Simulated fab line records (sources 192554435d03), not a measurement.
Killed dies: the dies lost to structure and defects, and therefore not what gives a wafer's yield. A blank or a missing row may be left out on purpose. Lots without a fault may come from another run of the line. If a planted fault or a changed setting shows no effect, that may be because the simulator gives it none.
The tool behind it: which one?    flow n5-finfet    72 wafers from 24 lots sampled at 6 of the route's 1938 steps

## WHAT EACH GAUGE READ, for each wafer
N5_BEOL_M12_INSPECT_12: inspects for defects (macro). Usual: raw-defect-count reads 1.8 (standard deviation 1.4).
lot   measured      on                 raw-defect-count  flag
L074  day 10 21:40  defect-inspect-02  2 1 0             
L076  day 11 00:50  defect-inspect-02  2 1 3             
L075  day 11 08:32  defect-inspect-02  2 1 1             
L078  day 11 17:57  defect-inspect-02  4 1 4             
L077  day 11 17:20  defect-inspect-02  6 0 4             
L079  day 12 03:20  defect-inspect-01  4 4 1             
L080  day 12 09:11  defect-inspect-02  0 1 2             
L081  day 12 16:36  defect-inspect-02  1 3 4             
L083  day 12 22:53  defect-inspect-01  0 1 0             
L082  day 12 23:38  defect-inspect-01  1 0 1             
L084  day 13 08:16  defect-inspect-01  2 1 1             
L085  day 14 05:53  defect-inspect-01  1 0 1             
L086  day 14 06:20  defect-inspect-02  2 0 1             
L088  day 14 07:45  defect-inspect-01  1 4 0             
L087  day 14 10:37  defect-inspect-01  1 1 2             
L091  day 14 10:50  defect-inspect-02  0 2 1             
L090  day 14 18:55  defect-inspect-02  1 1 0             
L089  day 14 20:40  defect-inspect-01  2 2 1             
L092  day 15 18:08  defect-inspect-01  2 0 2             
L094  day 15 17:21  defect-inspect-02  4 2 0             
L095  day 15 23:00  defect-inspect-02  2 3 1             
L093  day 15 22:36  defect-inspect-01  1 1 2             
L097  day 16 10:10  defect-inspect-01  2 1 0             
L096  day 16 12:04  defect-inspect-01  2 3 0             

N5_BEOL_M12_OVL_MEAS_29. Usual: M12_OVL typically reads 7 nm, with standard deviation 5.8.
lot   measured      on          M12_OVL (nm)  flag
L074  day 10 22:47  overlay-01  11 7 8        
L076  day 11 01:50  overlay-02  17 24 14      
L075  day 11 09:25  overlay-02  -8 -3 -5      
L078  day 11 19:05  overlay-01  9 12 17       
L077  day 11 18:14  overlay-02  3 3 5         
L079  day 12 04:21  overlay-01  -2 3 -3       
L080  day 12 10:13  overlay-01  11 7 8        
L081  day 12 17:37  overlay-02  1 3 6         
L083  day 12 23:47  overlay-02  9 14 14       
L082  day 13 00:46  overlay-01  6 3 0         
L084  day 13 09:11  overlay-01  6 9 11        
L085  day 14 06:56  overlay-01  10 6 9        
L086  day 14 07:23  overlay-02  0 6 4         
L088  day 14 08:46  overlay-01  7 8 15        
L087  day 14 11:43  overlay-01  8 19 9        
L091  day 14 11:45  overlay-02  7 1 4         
L090  day 14 19:58  overlay-01  6 -1 4        
L089  day 14 21:52  overlay-01  2 11 8        
L092  day 15 19:10  overlay-01  -1 3 -4       
L094  day 15 18:37  overlay-02  5 4 6         
L095  day 15 23:54  overlay-01  11 12 8       
L093  day 15 23:37  overlay-01  9 -5 8        
L097  day 16 11:19  overlay-01  8 10 6        
L096  day 16 13:44  overlay-01  3 8 9         

N5_BEOL_M14_OVL_MEAS_29. Usual: M14_OVL typically reads 3 nm, with standard deviation 6.2.
lot   measured      on          M14_OVL (nm)  flag
L074  day 11 13:35  overlay-02  -2 -4 6       
L076  day 11 11:10  overlay-01  11 10 14      
L075  day 11 18:46  overlay-01  5 6 6         
L078  day 12 09:58  overlay-01  -1 8 2        
L077  day 12 07:03  overlay-02  -2 14 0       
L079  day 12 17:12  overlay-01  -1 -2 2       
L080  day 12 20:56  overlay-02  1 10 6        
L081  day 13 07:28  overlay-01  -2 0 -7       
L083  day 13 12:22  overlay-02  3 7 10        
L082  day 13 13:29  overlay-02  5 11 7        
L084  day 13 19:01  overlay-01  3 6 4         
L085  day 14 20:30  overlay-02  6 10 3        
L086  day 14 21:20  overlay-02  -9 -5 -14     
L088  day 14 21:47  overlay-02  8 8 2         
L087  day 15 00:12  overlay-01  17 -2 14      
L091  day 14 22:19  overlay-02  6 5 5         
L090  day 15 06:32  overlay-02  -5 4 -6       
L089  day 15 09:45  overlay-01  4 1 -2        
L092  day 16 07:44  overlay-01  12 -3 2       
L094  day 16 06:14  overlay-02  -10 -6 0      
L095  day 16 10:54  overlay-02  -10 1 -6      
L093  day 16 11:12  overlay-01  4 0 0         
L097  day 17 00:50  overlay-02  -7 -5 -5      
L096  day 16 23:47  overlay-01  14 3 10       

## EACH LOT AND THE TOOL THAT RAN IT (in order: tool; ch and the chambers of the sampled wafers; start)
lot   N5_BEOL_M11_STRIP_19                N5_BEOL_M11_ANNEAL_51             N5_BEOL_M12_PRE_CLEAN_42
L074  rie-diel-05 ch 1,2,3, day 10 15:34  rtp-anneal-01 ch 0, day 10 20:16  pvd-sputter-01, day 11 06:19
L076  rie-diel-01 ch 1,3, day 10 18:59    rtp-anneal-02 ch 0, day 10 23:26  pvd-sputter-01, day 11 03:19
L075  rie-diel-05 ch 1,2,3, day 11 02:29  rtp-anneal-02 ch 0, day 11 07:11  pvd-sputter-01, day 11 11:05
L078  rie-diel-04 ch 0,1, day 11 11:15    rtp-anneal-01 ch 0, day 11 16:36  pvd-sputter-02, day 12 01:26
L077  rie-diel-05 ch 0,1,2, day 11 11:30  rtp-anneal-01 ch 0, day 11 15:29  pvd-sputter-03, day 11 20:11
L079  rie-diel-01 ch 0,1,2, day 11 20:14  rtp-anneal-02 ch 0, day 12 02:04  pvd-sputter-01, day 12 10:08
L080  rie-diel-04 ch 0,1, day 12 01:43    rtp-anneal-02 ch 0, day 12 07:58  pvd-sputter-01, day 12 11:52
L081  rie-diel-05 ch 0,1,2, day 12 12:16  rtp-anneal-02 ch 0, day 12 15:20  pvd-sputter-02, day 12 21:01
L083  rie-diel-04 ch 0,1,2, day 12 18:39  rtp-anneal-02 ch 0, day 12 21:30  pvd-sputter-03, day 13 05:23
L082  rie-diel-05 ch 0,1, day 12 18:48    rtp-anneal-02 ch 0, day 12 22:21  pvd-sputter-03, day 13 05:43
L084  rie-diel-05 ch 1,2, day 13 00:52    rtp-anneal-01 ch 0, day 13 06:52  pvd-sputter-02, day 13 10:51
L085  rie-diel-04 ch 1,2,3, day 13 22:04  rtp-anneal-02 ch 0, day 14 04:13  pvd-sputter-03, day 14 09:50
L086  rie-diel-05 ch 0,1, day 13 22:17    rtp-anneal-01 ch 0, day 14 04:43  pvd-sputter-02, day 14 09:51
L088  rie-diel-04 ch 0,2, day 14 01:10    rtp-anneal-02 ch 0, day 14 06:13  pvd-sputter-01, day 14 09:53
L087  rie-diel-01 ch 2,3, day 14 04:43    rtp-anneal-02 ch 0, day 14 09:24  pvd-sputter-02, day 14 17:26
L091  rie-diel-04 ch 0,2,3, day 14 04:49  rtp-anneal-01 ch 0, day 14 09:32  pvd-sputter-02, day 14 13:17
L090  rie-diel-01 ch 0,1,3, day 14 09:40  rtp-anneal-02 ch 0, day 14 17:42  pvd-sputter-02, day 14 22:21
L089  rie-diel-05 ch 1,3, day 14 13:23    rtp-anneal-01 ch 0, day 14 19:14  pvd-sputter-01, day 15 00:09
L092  rie-diel-01 ch 0,2, day 15 10:22    rtp-anneal-02 ch 0, day 15 16:44  pvd-sputter-02, day 16 00:39
L094  rie-diel-04 ch 1,2, day 15 10:26    rtp-anneal-02 ch 0, day 15 15:56  pvd-sputter-02, day 15 21:43
L095  rie-diel-05 ch 0,1,3, day 15 15:31  rtp-anneal-02 ch 0, day 15 21:35  pvd-sputter-03, day 16 01:34
L093  rie-diel-01 ch 1,2,3, day 15 15:56  rtp-anneal-02 ch 0, day 15 21:19  pvd-sputter-02, day 16 01:10
L097  rie-diel-04 ch 0,1,3, day 16 05:04  rtp-anneal-02 ch 0, day 16 08:53  pvd-sputter-01, day 16 13:48
L096  rie-diel-04 ch 0,1,2, day 16 06:07  rtp-anneal-02 ch 0, day 16 10:43  pvd-sputter-01, day 16 14:58
- N5_BEOL_M11_STRIP_19: strips in O2.
- N5_BEOL_M11_ANNEAL_51: time 90 s.
- N5_BEOL_M12_PRE_CLEAN_42: time 30 s.

## WHAT THE TOOLS THEMSELVES READ (means of the sampled wafers that have a number; where no wafer has one, the mark that the record gives instead)
N5_BEOL_M11_STRIP_19. Usual: drypump-motor-current-A 5.8 A, standard deviation 0.38; oes-product-au 0.79 a.u., standard deviation 0.066; rf-vpp-V 3.7 V, standard deviation 0.6; showerhead-plenum-p-Torr 2.12 Torr, standard deviation 0.075; throttle-valve-pct 16.66 %, standard deviation 0.18.
lot   tool         drypump-motor-current-A (A)  oes-product-au (a.u.)  rf-vpp-V (V)  showerhead-plenum-p-Torr (Torr)  throttle-valve-pct (%)  flag
L074  rie-diel-05  5.9                          0.76                   3.9           2.09                             16.78                   
L076  rie-diel-01  6.1                          0.78                   2.9           2.07                             16.52                   
L075  rie-diel-05  5.9                          0.75                   4.0           2.09                             16.80                   
L078  rie-diel-04  5.3                          0.78                   3.5           2.12                             16.64                   
L077  rie-diel-05  5.8                          0.81                   3.4           2.09                             16.77                   
L079  rie-diel-01  5.8                          0.77                   3.9           2.07                             16.63                   
L080  rie-diel-04  5.6                          0.79                   3.4           2.17                             16.66                   
L081  rie-diel-05  5.8                          0.80                   3.9           2.09                             16.79                   
L083  rie-diel-04  5.5                          0.81                   3.7           2.17                             16.54                   
L082  rie-diel-05  6.0                          0.80                   4.0           2.06                             16.76                   
L084  rie-diel-05  5.6                          0.76                   3.2           2.07                             16.89                   
L085  rie-diel-04  5.7                          0.85                   3.4           2.22                             16.54                   
L086  rie-diel-05  6.0                          0.82                   3.9           2.10                             16.73                   
L088  rie-diel-04  5.4                          0.81                   3.4           2.17                             16.45                   
L087  rie-diel-01  5.7                          0.75                   3.7           2.06                             16.73                   
L091  rie-diel-04  5.4                          0.81                   3.3           2.18                             16.54                   
L090  rie-diel-01  6.1                          0.74                   3.4           2.08                             16.59                   
L089  rie-diel-05  6.1                          0.81                   4.1           2.06                             16.65                   
L092  rie-diel-01  5.8                          0.72                   3.7           2.11                             16.79                   
L094  rie-diel-04  5.7                          0.84                   3.5           2.21                             16.49                   
L095  rie-diel-05  6.1                          0.85                   3.8           2.09                             16.62                   
L093  rie-diel-01  5.8                          0.75                   3.1           2.04                             16.64                   
L097  rie-diel-04  5.5                          0.78                   3.5           2.17                             16.68                   
L096  rie-diel-04  5.5                          0.79                   3.8           2.16                             16.61                   

N5_BEOL_M11_ANNEAL_51. Usual: wafer_temp_C_max reads 226.05 (standard deviation 0.24).
lot   tool           wafer_temp_C_max  flag
L074  rtp-anneal-01  226.15            
L076  rtp-anneal-02  225.71            
L075  rtp-anneal-02  225.76            
L078  rtp-anneal-01  226.38            
L077  rtp-anneal-01  226.05            
L079  rtp-anneal-02  226.29            
L080  rtp-anneal-02  226.00            
L081  rtp-anneal-02  225.96            
L083  rtp-anneal-02  226.08            
L082  rtp-anneal-02  226.24            
L084  rtp-anneal-01  226.11            
L085  rtp-anneal-02  226.23            
L086  rtp-anneal-01  225.95            
L088  rtp-anneal-02  226.19            
L087  rtp-anneal-02  225.91            
L091  rtp-anneal-01  226.37            
L090  rtp-anneal-02  225.92            
L089  rtp-anneal-01  226.22            
L092  rtp-anneal-02  225.90            
L094  rtp-anneal-02  226.19            
L095  rtp-anneal-02  225.87            
L093  rtp-anneal-02  226.05            
L097  rtp-anneal-02  225.84            
L096  rtp-anneal-02  225.79            

N5_BEOL_M12_PRE_CLEAN_42. Usual: heater-power-w reads 325 W (standard deviation 37).
lot   tool            heater-power-w (W)  flag
L074  pvd-sputter-01  323                 
L076  pvd-sputter-01  329                 
L075  pvd-sputter-01  336                 
L078  pvd-sputter-02  350                 
L077  pvd-sputter-03  312                 
L079  pvd-sputter-01  325                 
L080  pvd-sputter-01  329                 
L081  pvd-sputter-02  281                 
L083  pvd-sputter-03  276                 
L082  pvd-sputter-03  334                 
L084  pvd-sputter-02  342                 
L085  pvd-sputter-03  334                 
L086  pvd-sputter-02  304                 
L088  pvd-sputter-01  339                 
L087  pvd-sputter-02  351                 
L091  pvd-sputter-02  342                 
L090  pvd-sputter-02  313                 
L089  pvd-sputter-01  327                 
L092  pvd-sputter-02  330                 
L094  pvd-sputter-02  303                 
L095  pvd-sputter-03  371                 
L093  pvd-sputter-02  278                 
L097  pvd-sputter-01  334                 
L096  pvd-sputter-01  321                 

## THE ANSWER, worked out from the rows above alone
Rule: take the mean of a lot's wafers that have a number; if it is more than 3 standard deviations from the usual mean, the lot is off. A lot without any number at a reading at which 4 lots or more have one is off too. Where the step has rows for the other lots, those lots are counted as sound. Order of review: gauges by route order, followed by the tools' own readings, for which a lot's mean as printed above is used. At the first step where some lot is off, the reading lying furthest off is the one used; lots without a number count as furthest.
Across all readings shown, no lot is off: no conclusion can be drawn from this.

## WHAT WAS PUT IN BY THE SIMULATOR
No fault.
